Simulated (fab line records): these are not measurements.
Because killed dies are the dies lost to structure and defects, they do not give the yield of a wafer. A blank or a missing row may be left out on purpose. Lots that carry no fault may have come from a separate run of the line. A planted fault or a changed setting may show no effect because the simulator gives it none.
A lot that was struck, set against a sound lot    flow n5_finfet    38 steps out of a route of 1938
Sound: the wafers L866.1, L866.2, L866.6. The struck wafers were L869.2, L869.4, L869.5. The cause is named last.
At each step with rows: each side's tool, then ch and its chambers, then its first start. Under that, the readings that differ: sound wafers    struck wafers    difference of the means    sigmas: that difference in standard deviations of wafers without a fault.
alike: words and numbers the same on both sides, and readings whose means are apart by under 2 such deviations; not compared: readings that were withheld, readings missing a value for some wafer, numbers with overlapping values and no deviation given by the record, and bounds like >300 which may hide the same value.
Wherever a step has rows on one side only, a row that says differs or no value, or a row with sigmas, the two part there. Numbers that have no deviation but don't overlap get no sigmas and don't part them. A reading that every wafer of one side lacks parts them only if that side has two wafers or more.

first, 12 steps without rows for these wafers: N5_FIN_SAQP_DESCUM_21 (chemistry O2, time 7.9 s); N5_FIN_SAQP_ETCH_51 (etches SiARC in CF4, target depth 45.5 nm, time 75.8 s); N5_FIN_SAQP_ETCH_52 (etches SOC in N2/H2, target depth 100 nm, overetch 20 nm, time 150 s); N5_FIN_SAQP_STRIP_53 (strips in N2/H2); N5_FIN_SAQP_HM_OPEN_73 (chemistry CHF3/O2, target SiO2, stops on a-Si, target depth 12 nm, time 16.8 s); N5_FIN_SAQP_STRIP_74 (strips in CHF3/O2); N5_FIN_SAQP_MANDREL_ETCH_22 (etches a-Si in HBr/Cl2, stops on SiNx, target depth 60 nm, bt time 10 s, time 30 s); N5_FIN_SAQP_STRIP_55 (strips in N2/H2); N5_FIN_SAQP_STRIP_23 (strips in SPM, time 750 s); N5_FIN_SAQP_SRD_66 (time 30 s); N5_FIN_SAQP_RECESS_75 (chemistry HF/NH3, target SiO2, target depth 14.4 nm, afs cycles 3, sublimation time 60 s); N5_FIN_SAQP_SPACER1_ALD_24 (deposits SiO2, target thk 20.3 nm, pulse time 1 s, purge time 2 s).
N5_FIN_SAQP_SPACER1_ETCHBACK_25: etches SiO2 in CHF3/O2, target depth 24.4 nm, time 12.2 s.
  sound on rie_diel-01 ch 0,2, day 3 13:01; struck on rie_diel-01 ch 0,3, day 4 06:05
  alike: drypump_motor_current_A, oes_product_au, rf_vpp_V, showerhead_plenum_p_Torr, throttle_valve_pct
  not compared: rf_hours_counter_h
N5_FIN_SAQP_MANDREL1_REMOVE_56: chemistry HBr/Cl2/O2, target a-Si, stops on SiNx, bt time 10 s.
  sound on rie_si-03 ch 0,1, day 3 13:07; struck on rie_si-03 ch 0,1,3, day 4 06:11
reading                sound              struck             difference  sigmas
oes_product_au (a.u.)  1.008 1.035 1.029  0.928 0.926 0.911  -0.102      -6
  alike: drypump_motor_current_A, he_backside_leak_sccm, throttle_valve_pct
  not compared: rf_hours_counter_h
then, 2 steps without rows for these wafers: N5_FIN_SAQP_ETCH_57 (etches SiNx in CH3F/O2, target depth 32.5 nm, time 46.4 s); N5_FIN_SAQP_ETCH_65 (etches SiO2 in CF4, target depth 4 nm, time 4.4 s).
N5_FIN_SAQP_MANDREL_ETCH_58: etches a-Si in HBr/Cl2, stops on SiNx, target depth 45 nm, bt time 10 s, time 27 s.
  sound on rie_si-06 ch 0,1,2, day 3 13:25; struck on rie_si-04 ch 1,2, day 4 06:29
reading                sound              struck             difference  sigmas
oes_product_au (a.u.)  0.695 0.689 0.683  0.645 0.634 0.647  -0.047      -4
  alike: drypump_motor_current_A, he_backside_leak_sccm, throttle_valve_pct
  not compared: rf_hours_counter_h
then, 19 steps without rows for these wafers: N5_FIN_SAQP_RECESS_63 (chemistry HF/NH3, target SiO2, target depth 18 nm, afs cycles 3, sublimation time 60 s); N5_FIN_SAQP_COAT_68 (time 60 s, resist thk 100 nm); N5_FIN_SAQP_ETCH_69 (etches SOC in N2/H2, stops on SiNx, target depth 150 nm); N5_FIN_SAQP_ETCH_67 (etches SiNx in CH3F/O2, target depth 30 nm); N5_FIN_SAQP_STRIP_70 (strips in N2/H2); N5_FIN_SAQP_RECESS_71 (chemistry HF/NH3, target SiO2, target depth 3 nm, afs cycles 1, sublimation time 60 s); N5_FIN_SAQP_SPACER2_ALD_28 (deposits SiO2, target thk 8.1 nm, pulse time 1 s, purge time 2 s); N5_FIN_SAQP_SPACER2_ETCHBACK_29 (etches SiO2 in CHF3/O2, target depth 12.2 nm, time 6.1 s); N5_FIN_SAQP_MANDREL2_REMOVE_60 (chemistry HBr/Cl2/O2, target a-Si, stops on SiNx, bt time 10 s); N5_FIN_SAQP_HM_OPEN_33 (chemistry CH3F/O2, target SiNx, target depth 49.4 nm, time 70.6 s); N5_FIN_SAQP_ETCH_34 (etches SiO2 in C4F6/O2, target depth 45 nm, time 15 s); N5_FIN_SAQP_STRIP_77 (strips in N2/H2, time 90 s); N5_FIN_SAQP_ETCH_64 (etches SiO2 in CF4, target depth 1.5 nm); N5_FIN_SAQP_FIN_ETCH_36 (etches the open film in HBr/Cl2/O2, target depth 120 nm, time 50.4 s); N5_FIN_SAQP_PRECLEAN_38 (cleans in O3/DIW, time 45 s); N5_FIN_SAQP_PRECLEAN_45 (cleans in dHF, time 10 s); N5_FIN_SAQP_SRD_39 (time 30 s); N5_FIN_CUT_COAT_18 (time 60 s, resist thk 230 nm); N5_FIN_CUT_COAT_19 (time 60 s, resist thk 20 nm).
-- here the record skips 6 days between the struck wafers' starts before and after, leaving off in module FIN_CUT and picking up in module BEOL_M4 (first step shown: number 1111 of the route) --
N5_BEOL_M4_RC_MEAS_101:
  sound on prober-02 ch 0, day 9 23:26; struck on prober-02 ch 0, day 10 14:55
  alike: DIBL_N, DIBL_P, IOFF_N, IOFF_P, ION_N, ION_P, SS_N, SS_P, VT_N, VT_P
-- record jumps: 4 days separate the struck wafers' starts on either side; left off in module BEOL_M4, taken up again in module PASSIVATION, whose first shown step is the route's number 1936 --
N5_PASSIVATION_PROBE_49:
  sound on prober-01 at day 14 11:07; struck on prober-02 at day 14 17:09
reading                   sound           struck          difference  sigmas
defect_limited_yield (%)  89.5 93.7 90.6  76.0 81.5 81.7  -11.5       -8
killed_at_front_end       36 25 27        224 169 163     +156        +14
killed_dies               124 74 111      283 218 216     +136        +8
killed_on_rim             21 7 14         34 72 68        +44         +12
sort_bin_5_function (%)   6.3 3.6 5.8     20.2 15.2 15.4  +11.7       +13
sort_n_pass               1056 1106 1069  897 962 964     -136        -8
sort_yield_pct (%)        89.5 93.7 90.6  76.0 81.5 81.7  -11.5       -8
  alike: killed_at_M0_to_M3, killed_at_M4_up, killed_at_contacts, killed_at_other, killed_open, killed_short, sort_bin_6_memory

## WHERE THEY PART
First at N5_FIN_SAQP_MANDREL1_REMOVE_56; last, within this record, at N5_PASSIVATION_PROBE_49.

WHY: the cause the simulator had injected
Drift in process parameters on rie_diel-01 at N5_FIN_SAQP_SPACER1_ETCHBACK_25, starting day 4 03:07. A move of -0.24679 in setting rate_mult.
